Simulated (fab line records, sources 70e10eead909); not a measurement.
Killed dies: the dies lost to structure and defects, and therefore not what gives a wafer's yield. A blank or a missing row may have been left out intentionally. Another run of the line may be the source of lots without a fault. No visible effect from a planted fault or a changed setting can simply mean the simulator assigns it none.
Which tool was responsible? :: flow nand harc :: 14 lots with 40 wafers sampled at 4 steps, on a route of 1302 steps

WHAT EACH GAUGE READ, for each wafer
NHARC_A_WL_FILL_INSPECT_15. Usual: raw defect count at 476, with a standard deviation of 120.
lot: L557
measured: day 21 05:16
on: defect inspect-02
raw defect count: 351 464 456
flag: 

lot: L558
measured: day 21 14:58
on: defect inspect-01
raw defect count: 416 319 285
flag: 

lot: L560
measured: day 22 16:28
on: defect inspect-01
raw defect count: 436 502 483
flag: 

lot: L561
measured: day 22 23:53
on: defect inspect-01
raw defect count: 638 717 534
flag: 

lot: L563
measured: day 23 00:02
on: defect inspect-01
raw defect count: 456 327 481
flag: 

lot: L564
measured: day 23 23:20
on: defect inspect-01
raw defect count: 531 630 475
flag: 

lot: L565
measured: day 23 23:27
on: defect inspect-01
raw defect count: 328 360 451
flag: 

lot: L566
measured: day 24 18:35
on: defect inspect-01
raw defect count: 458 290 359
flag: 

lot: L567
measured: day 25 09:35
on: defect inspect-02
raw defect count: 374 500 483
flag: 

lot: L568
measured: day 25 09:27
on: defect inspect-02
raw defect count: 394 465 347
flag: 

lot: L569
measured: day 26 03:08
on: defect inspect-02
raw defect count: 777 587 677
flag: 

lot: L572
measured: day 26 23:46
on: defect inspect-01
raw defect count: 631 428 397
flag: 

lot: L575
measured: day 28 19:46
on: defect inspect-02
raw defect count: 472 436
flag: 

lot: L578
measured: day 30 03:01
on: defect inspect-01
raw defect count: 413 449
flag: 

WHAT TOOL EACH LOT RAN ON (gives the tool, then ch and the chambers of the sampled wafers, and finally the start)
lot: L557
NHARC_A_WL_FILL_ETCHBACK_05: rie metal-02 ch 0,1, day 20 12:55
NHARC_A_WL_FILL_ALD_10: ald hk-03 ch 0,1,2, day 20 19:30
NHARC_A_WL_FILL_ETCHBACK_17: rie metal-02 ch 0,1, day 20 22:52

lot: L558
NHARC_A_WL_FILL_ETCHBACK_05: rie metal-01 ch 0, day 20 22:26
NHARC_A_WL_FILL_ALD_10: ald hk-04 ch 1,2,3, day 21 05:39
NHARC_A_WL_FILL_ETCHBACK_17: rie metal-02 ch 0,1, day 21 09:30

lot: L560
NHARC_A_WL_FILL_ETCHBACK_05: rie metal-02 ch 0,1, day 22 00:16
NHARC_A_WL_FILL_ALD_10: ald hk-03 ch 0,1,3, day 22 05:17
NHARC_A_WL_FILL_ETCHBACK_17: rie metal-01 ch 0,1, day 22 10:05

lot: L561
NHARC_A_WL_FILL_ETCHBACK_05: rie metal-02 ch 0,1, day 22 04:38
NHARC_A_WL_FILL_ALD_10: ald hk-01 ch 0,1,2, day 22 13:13
NHARC_A_WL_FILL_ETCHBACK_17: rie metal-02 ch 0,1, day 22 18:02

lot: L563
NHARC_A_WL_FILL_ETCHBACK_05: rie metal-03 ch 0,1, day 22 09:07
NHARC_A_WL_FILL_ALD_10: ald hk-03 ch 0,3, day 22 12:47
NHARC_A_WL_FILL_ETCHBACK_17: rie metal-01 ch 0,1, day 22 17:38

lot: L564
NHARC_A_WL_FILL_ETCHBACK_05: rie metal-01 ch 0,1, day 23 07:10
NHARC_A_WL_FILL_ALD_10: ald hk-04 ch 0,2,3, day 23 12:17
NHARC_A_WL_FILL_ETCHBACK_17: rie metal-02 ch 0,1, day 23 17:10

lot: L565
NHARC_A_WL_FILL_ETCHBACK_05: rie metal-02 ch 0,1, day 23 07:15
NHARC_A_WL_FILL_ALD_10: ald hk-03 ch 0,2,3, day 23 13:18
NHARC_A_WL_FILL_ETCHBACK_17: rie metal-01 ch 0,1, day 23 17:05

lot: L566
NHARC_A_WL_FILL_ETCHBACK_05: rie metal-03 ch 0,1, day 24 01:46
NHARC_A_WL_FILL_ALD_10: ald hk-01 ch 1,2,3, day 24 07:56
NHARC_A_WL_FILL_ETCHBACK_17: rie metal-01 ch 0,1, day 24 12:14

lot: L567
NHARC_A_WL_FILL_ETCHBACK_05: rie metal-02 ch 0,1, day 24 13:41
NHARC_A_WL_FILL_ALD_10: ald hk-01 ch 2,3, day 24 21:40
NHARC_A_WL_FILL_ETCHBACK_17: rie metal-02 ch 0,1, day 25 02:29

lot: L568
NHARC_A_WL_FILL_ETCHBACK_05: rie metal-03 ch 0,1, day 24 16:57
NHARC_A_WL_FILL_ALD_10: ald hk-04 ch 0,1,3, day 24 22:00
NHARC_A_WL_FILL_ETCHBACK_17: rie metal-03 ch 0,1, day 25 02:48

lot: L569
NHARC_A_WL_FILL_ETCHBACK_05: rie metal-01 ch 0,1, day 25 10:01
NHARC_A_WL_FILL_ALD_10: ald hk-01 ch 1,2, day 25 15:53
NHARC_A_WL_FILL_ETCHBACK_17: rie metal-03 ch 0,1, day 25 20:46

lot: L572
NHARC_A_WL_FILL_ETCHBACK_05: rie metal-03 ch 1, day 26 07:10
NHARC_A_WL_FILL_ALD_10: ald hk-03 ch 1,2, day 26 12:31
NHARC_A_WL_FILL_ETCHBACK_17: rie metal-02 ch 0,1, day 26 17:21

lot: L575
NHARC_A_WL_FILL_ETCHBACK_05: rie metal-02 ch 0, day 28 00:43
NHARC_A_WL_FILL_ALD_10: ald hk-03 ch 1,2, day 28 09:07
NHARC_A_WL_FILL_ETCHBACK_17: rie metal-01 ch 1, day 28 13:26

lot: L578
NHARC_A_WL_FILL_ETCHBACK_05: rie metal-01 ch 1, day 29 05:43
NHARC_A_WL_FILL_ALD_10: ald hk-01 ch 3, day 29 16:16
NHARC_A_WL_FILL_ETCHBACK_17: rie metal-01 ch 0, day 29 20:41
- NHARC_A_WL_FILL_ETCHBACK_05: etches the open film in Cl2/BCl3, target depth 22 nm, time 60 s.
- NHARC_A_WL_FILL_ALD_10: deposits SiO2, target thk 50 nm, pulse time 10 s, ald cycles 500.
- NHARC_A_WL_FILL_ETCHBACK_17: etches the open film in Cl2/BCl3, target depth 4 nm, time 26.7 s.

WHAT THE TOOLS THEMSELVES READ (means of the sampled wafers that have a number; where no wafer has one, the mark that the record gives instead)
NHARC_A_WL_FILL_ETCHBACK_05. Usual: drypump motor current A 5.3 A, standard deviation 0.42; oes product au 1.003 a.u., standard deviation 0.0078.
lot: L557
tool: rie metal-02
drypump motor current A (A): 5.8
oes product au (a.u.): 0.997
flag: 

lot: L558
tool: rie metal-01
drypump motor current A (A): 5.1
oes product au (a.u.): 1.007
flag: 

lot: L560
tool: rie metal-02
drypump motor current A (A): 5.8
oes product au (a.u.): 0.999
flag: 

lot: L561
tool: rie metal-02
drypump motor current A (A): 5.6
oes product au (a.u.): 0.998
flag: 

lot: L563
tool: rie metal-03
drypump motor current A (A): 4.8
oes product au (a.u.): 0.998
flag: 

lot: L564
tool: rie metal-01
drypump motor current A (A): 5.3
oes product au (a.u.): 1.004
flag: 

lot: L565
tool: rie metal-02
drypump motor current A (A): 5.6
oes product au (a.u.): 1.011
flag: 

lot: L566
tool: rie metal-03
drypump motor current A (A): 4.8
oes product au (a.u.): 1.001
flag: 

lot: L567
tool: rie metal-02
drypump motor current A (A): 5.8
oes product au (a.u.): 0.996
flag: 

lot: L568
tool: rie metal-03
drypump motor current A (A): 4.8
oes product au (a.u.): 1.012
flag: 

lot: L569
tool: rie metal-01
drypump motor current A (A): 5.3
oes product au (a.u.): 0.998
flag: 

lot: L572
tool: rie metal-03
drypump motor current A (A): 4.9
oes product au (a.u.): 1.014
flag: 

lot: L575
tool: rie metal-02
drypump motor current A (A): 5.5
oes product au (a.u.): 1.006
flag: 

lot: L578
tool: rie metal-01
drypump motor current A (A): 5.7
oes product au (a.u.): 1.012
flag: 

NHARC_A_WL_FILL_ALD_10. Usual: heater power w 459 W, standard deviation 29; precursor pulse height rel 1.001, standard deviation 0.019.
lot: L557
tool: ald hk-03
heater power w (W): 475
precursor pulse height rel: 1.017
flag: 

lot: L558
tool: ald hk-04
heater power w (W): 474
precursor pulse height rel: 1.006
flag: 

lot: L560
tool: ald hk-03
heater power w (W): 464
precursor pulse height rel: 1.008
flag: 

lot: L561
tool: ald hk-01
heater power w (W): 444
precursor pulse height rel: 1.005
flag: 

lot: L563
tool: ald hk-03
heater power w (W): 484
precursor pulse height rel: 0.998
flag: 

lot: L564
tool: ald hk-04
heater power w (W): 455
precursor pulse height rel: 1.020
flag: 

lot: L565
tool: ald hk-03
heater power w (W): 461
precursor pulse height rel: 0.997
flag: 

lot: L566
tool: ald hk-01
heater power w (W): 473
precursor pulse height rel: 1.010
flag: 

lot: L567
tool: ald hk-01
heater power w (W): 472
precursor pulse height rel: 0.994
flag: 

lot: L568
tool: ald hk-04
heater power w (W): 454
precursor pulse height rel: 0.998
flag: 

lot: L569
tool: ald hk-01
heater power w (W): 459
precursor pulse height rel: 1.010
flag: 

lot: L572
tool: ald hk-03
heater power w (W): 451
precursor pulse height rel: 0.980
flag: 

lot: L575
tool: ald hk-03
heater power w (W): 444
precursor pulse height rel: 1.015
flag: 

lot: L578
tool: ald hk-01
heater power w (W): 488
precursor pulse height rel: 0.989
flag: 

NHARC_A_WL_FILL_ETCHBACK_17. Usual: drypump motor current A 5.4 A, standard deviation 0.39; oes product au 1.001 a.u., standard deviation 0.0071.
lot: L557
tool: rie metal-02
drypump motor current A (A): 5.8
oes product au (a.u.): 0.997
flag: 

lot: L558
tool: rie metal-02
drypump motor current A (A): 5.8
oes product au (a.u.): 0.996
flag: 

lot: L560
tool: rie metal-01
drypump motor current A (A): 5.3
oes product au (a.u.): 1.003
flag: 

lot: L561
tool: rie metal-02
drypump motor current A (A): 5.8
oes product au (a.u.): 1.002
flag: 

lot: L563
tool: rie metal-01
drypump motor current A (A): 5.3
oes product au (a.u.): 1.008
flag: 

lot: L564
tool: rie metal-02
drypump motor current A (A): 5.8
oes product au (a.u.): 0.997
flag: 

lot: L565
tool: rie metal-01
drypump motor current A (A): 5.5
oes product au (a.u.): 1.003
flag: 

lot: L566
tool: rie metal-01
drypump motor current A (A): 5.5
oes product au (a.u.): 1.002
flag: 

lot: L567
tool: rie metal-02
drypump motor current A (A): 5.6
oes product au (a.u.): 1.007
flag: 

lot: L568
tool: rie metal-03
drypump motor current A (A): 4.9
oes product au (a.u.): 1.003
flag: 

lot: L569
tool: rie metal-03
drypump motor current A (A): 4.8
oes product au (a.u.): 0.997
flag: 

lot: L572
tool: rie metal-02
drypump motor current A (A): 5.8
oes product au (a.u.): 1.002
flag: 

lot: L575
tool: rie metal-01
drypump motor current A (A): 5.7
oes product au (a.u.): 0.918
flag: OFF

lot: L578
tool: rie metal-01
drypump motor current A (A): 5.1
oes product au (a.u.): 0.915
flag: OFF

THE ANSWER, worked out from the rows above alone
Rule: lot off if the mean of its wafers having a number is beyond 3 standard deviations from the usual mean. Also off: a lot with no number at a reading for which 4 or more lots have one. Any other lot the step has rows for is counted as sound. After the gauges, taken in route order, come the tools' own readings; for these a lot's mean is taken, as printed above. At the first step where some lot is off, the reading lying furthest off is the one used; lots without a number count as furthest.
Off, at NHARC_A_WL_FILL_ETCHBACK_17 on oes product au: L575, L578.
If a tool, at that step or one of the process steps before it, ran each lot that is off and ran no sound lot following the first of them, it fits. One fits: NHARC_A_WL_FILL_ETCHBACK_17 on rie metal-01. A fault onset in the window from L566 (day 24 12:14, its last sound lot) to L575 (day 28 13:26, its first lot off) fits.
The tool's own readings at NHARC_A_WL_FILL_ETCHBACK_17 bear it out: on the lots that are off they differ by more than 5 times the standard deviation of the sound lots' means. oes product au reads 0.917 a.u. there against 1.001 a.u. on the sound lots.

WHAT HAD BEEN PUT IN BY THE SIMULATOR
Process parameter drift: rie metal-01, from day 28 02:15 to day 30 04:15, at NHARC_A_WL_FILL_ETCHBACK_17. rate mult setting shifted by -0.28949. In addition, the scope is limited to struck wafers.
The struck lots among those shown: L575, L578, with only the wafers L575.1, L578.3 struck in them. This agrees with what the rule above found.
